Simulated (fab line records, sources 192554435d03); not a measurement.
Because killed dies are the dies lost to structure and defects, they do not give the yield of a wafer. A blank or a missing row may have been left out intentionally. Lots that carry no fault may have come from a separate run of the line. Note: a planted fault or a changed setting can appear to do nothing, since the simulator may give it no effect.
Split-lot trial :: flow n5 finfet :: 21 wafers read from 7 lots, route of 1938 steps

ON THE SPLIT
At N5_BEOL_M4_ETCH_70 (etches SOC in N2/H2, target depth 80 nm, overetch 24 nm, time 130 s), the setting time s was moved away from the recipe's 130 s on 5 of the 21 wafers read, by -21.2% to +21.8%. The other wafers ran this setting at the recipe's value.

The split's own step is where the reading is taken.

THE READING
SiARC_of_BEOL_M4_COAT_68.thk nm (the simulator's own value, which no gauge read), in nm, at N5_BEOL_M4_ETCH_70 (etches SOC in N2/H2, target depth 80 nm, overetch 24 nm, time 130 s). No usual value for it is given in the file. Across the 16 wafers here that went through the recipe, the average is 5.9 nm and the standard deviation 0.2 nm.

wafer: L079.1
tool, chamber at the split: rie diel-01, 2
time s as run, s: 130
against the recipe: recipe
SiARC_of_BEOL_M4_COAT_68.thk nm, nm: 5.6
against lot-mates on the recipe: -

wafer: L079.2
tool, chamber at the split: rie diel-01, 0
time s as run, s: 130
against the recipe: recipe
SiARC_of_BEOL_M4_COAT_68.thk nm, nm: 6
against lot-mates on the recipe: -

wafer: L079.3
tool, chamber at the split: rie diel-01, 1
time s as run, s: 130
against the recipe: recipe
SiARC_of_BEOL_M4_COAT_68.thk nm, nm: 5.8
against lot-mates on the recipe: -

wafer: L078.3
tool, chamber at the split: rie diel-05, 0
time s as run, s: 130
against the recipe: recipe
SiARC_of_BEOL_M4_COAT_68.thk nm, nm: 6
against lot-mates on the recipe: -

wafer: L078.6
tool, chamber at the split: rie diel-05, 0
time s as run, s: 130
against the recipe: recipe
SiARC_of_BEOL_M4_COAT_68.thk nm, nm: 6
against lot-mates on the recipe: -

wafer: L078.5
tool, chamber at the split: rie diel-05, 1
time s as run, s: 130
against the recipe: recipe
SiARC_of_BEOL_M4_COAT_68.thk nm, nm: 5.8
against lot-mates on the recipe: -

wafer: L084.2
tool, chamber at the split: rie diel-02, 1
time s as run, s: 130
against the recipe: recipe
SiARC_of_BEOL_M4_COAT_68.thk nm, nm: 5.8
against lot-mates on the recipe: -

wafer: L084.3
tool, chamber at the split: rie diel-02, 3
time s as run, s: 102.4
against the recipe: -21.2%
SiARC_of_BEOL_M4_COAT_68.thk nm, nm: 7.2
against lot-mates on the recipe: +1.2

wafer: L084.4
tool, chamber at the split: rie diel-02, 2
time s as run, s: 130
against the recipe: recipe
SiARC_of_BEOL_M4_COAT_68.thk nm, nm: 6.2
against lot-mates on the recipe: -

wafer: L086.1
tool, chamber at the split: rie diel-05, 1
time s as run, s: 130
against the recipe: recipe
SiARC_of_BEOL_M4_COAT_68.thk nm, nm: 5.6
against lot-mates on the recipe: -

wafer: L086.5
tool, chamber at the split: rie diel-05, 3
time s as run, s: 108.2
against the recipe: -16.8%
SiARC_of_BEOL_M4_COAT_68.thk nm, nm: 7
against lot-mates on the recipe: +1.3

wafer: L086.6
tool, chamber at the split: rie diel-05, 2
time s as run, s: 130
against the recipe: recipe
SiARC_of_BEOL_M4_COAT_68.thk nm, nm: 5.8
against lot-mates on the recipe: -

wafer: L089.2
tool, chamber at the split: rie diel-02, 0
time s as run, s: 158.4
against the recipe: +21.8%
SiARC_of_BEOL_M4_COAT_68.thk nm, nm: 4.6
against lot-mates on the recipe: no lot-mate on the recipe

wafer: L089.5
tool, chamber at the split: rie diel-02, 2
time s as run, s: 158.4
against the recipe: +21.8%
SiARC_of_BEOL_M4_COAT_68.thk nm, nm: 5
against lot-mates on the recipe: no lot-mate on the recipe

wafer: L089.6
tool, chamber at the split: rie diel-02, 3
time s as run, s: 158.4
against the recipe: +21.8%
SiARC_of_BEOL_M4_COAT_68.thk nm, nm: 4.4
against lot-mates on the recipe: no lot-mate on the recipe

wafer: L092.2
tool, chamber at the split: rie diel-02, 1
time s as run, s: 130
against the recipe: recipe
SiARC_of_BEOL_M4_COAT_68.thk nm, nm: 5.8
against lot-mates on the recipe: -

wafer: L092.3
tool, chamber at the split: rie diel-02, 2
time s as run, s: 130
against the recipe: recipe
SiARC_of_BEOL_M4_COAT_68.thk nm, nm: 6.2
against lot-mates on the recipe: -

wafer: L092.6
tool, chamber at the split: rie diel-02, 2
time s as run, s: 130
against the recipe: recipe
SiARC_of_BEOL_M4_COAT_68.thk nm, nm: 6.2
against lot-mates on the recipe: -

wafer: L094.2
tool, chamber at the split: rie diel-05, 1
time s as run, s: 130
against the recipe: recipe
SiARC_of_BEOL_M4_COAT_68.thk nm, nm: 5.6
against lot-mates on the recipe: -

wafer: L094.5
tool, chamber at the split: rie diel-05, 3,2
time s as run, s: 130
against the recipe: recipe
SiARC_of_BEOL_M4_COAT_68.thk nm, nm: 5.8
against lot-mates on the recipe: -

wafer: L094.6
tool, chamber at the split: rie diel-05, 3,2
time s as run, s: 130
against the recipe: recipe
SiARC_of_BEOL_M4_COAT_68.thk nm, nm: 5.8
against lot-mates on the recipe: -
The file does not say which wafer passed through which chamber wherever a row lists several chambers: such a row stands for several wafers.

FIT RESULTS
A straight line over all 21 wafers: SiARC_of_BEOL_M4_COAT_68.thk nm changes by -0.0586 nm for each +1% of time s; r = -0.95; the points scatter about the line by 0.21 nm.
The same after taking each lot's own level away (the mean of its wafers on the recipe; 18 wafers): -0.0644 nm for each +1%; r = -0.93; scatter 0.16 nm.
According to that fit, moving time s by its largest amount changes the reading by 1.4 nm.
Measured against the standard deviation above, the lots' own levels, which go from 5.70 to 6.07 nm, span 1.8 times it.
So the lot-to-lot level changes the slope little: the two slopes agree.
Check: with one of the wafers moved furthest among these (-21.2%) left out of the fit, the line predicts +1.65 nm for it against its lot-mates. It came out at +1.2 nm against them.

FURTHER SPLITS ON THESE WAFERS
These wafers also went through other splits before the reading. Each is held against what the fit with the lots' levels taken away leaves over:
other split on the same wafers: N5_MOL_CONTACT_COAG_ETCH_124 bias w
wafers away from the commonest value: 7
r with SiARC_of_BEOL_M4_COAT_68.thk nm (lot level and that fit taken away): -0.13

other split on the same wafers: N5_BEOL_M0_SAQP_ETCH_84 time s
wafers away from the commonest value: 8
r with SiARC_of_BEOL_M4_COAT_68.thk nm (lot level and that fit taken away): +0.22

other split on the same wafers: N5_BEOL_M1_ETCH_77 source w
wafers away from the commonest value: 7
r with SiARC_of_BEOL_M4_COAT_68.thk nm (lot level and that fit taken away): +0.08

other split on the same wafers: N5_BEOL_M1_TRENCH_ETCH_37 time s
wafers away from the commonest value: 8
r with SiARC_of_BEOL_M4_COAT_68.thk nm (lot level and that fit taken away): +0.22

other split on the same wafers: N5_BEOL_M2_COAT_68 spin rpm
wafers away from the commonest value: 4
r with SiARC_of_BEOL_M4_COAT_68.thk nm (lot level and that fit taken away): -0.24

other split on the same wafers: N5_BEOL_M2_EXPOSE_25 dose mj
wafers away from the commonest value: 7
r with SiARC_of_BEOL_M4_COAT_68.thk nm (lot level and that fit taken away): -0.28

other split on the same wafers: N5_BEOL_M3_VIA_ETCH_34 bias w
wafers away from the commonest value: 2
r with SiARC_of_BEOL_M4_COAT_68.thk nm (lot level and that fit taken away): -0.31

other split on the same wafers: N5_BEOL_M4_ETCH_64 bias w
wafers away from the commonest value: 8
r with SiARC_of_BEOL_M4_COAT_68.thk nm (lot level and that fit taken away): +0.27

other split on the same wafers: N5_BEOL_M4_COAT_22 spin rpm
wafers away from the commonest value: 4
r with SiARC_of_BEOL_M4_COAT_68.thk nm (lot level and that fit taken away): +0.41

FILE'S OWN FIT
SiARC_of_BEOL_M4_COAT_68.thk nm changes by -0.0646 nm for each +1% of time s, r = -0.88.
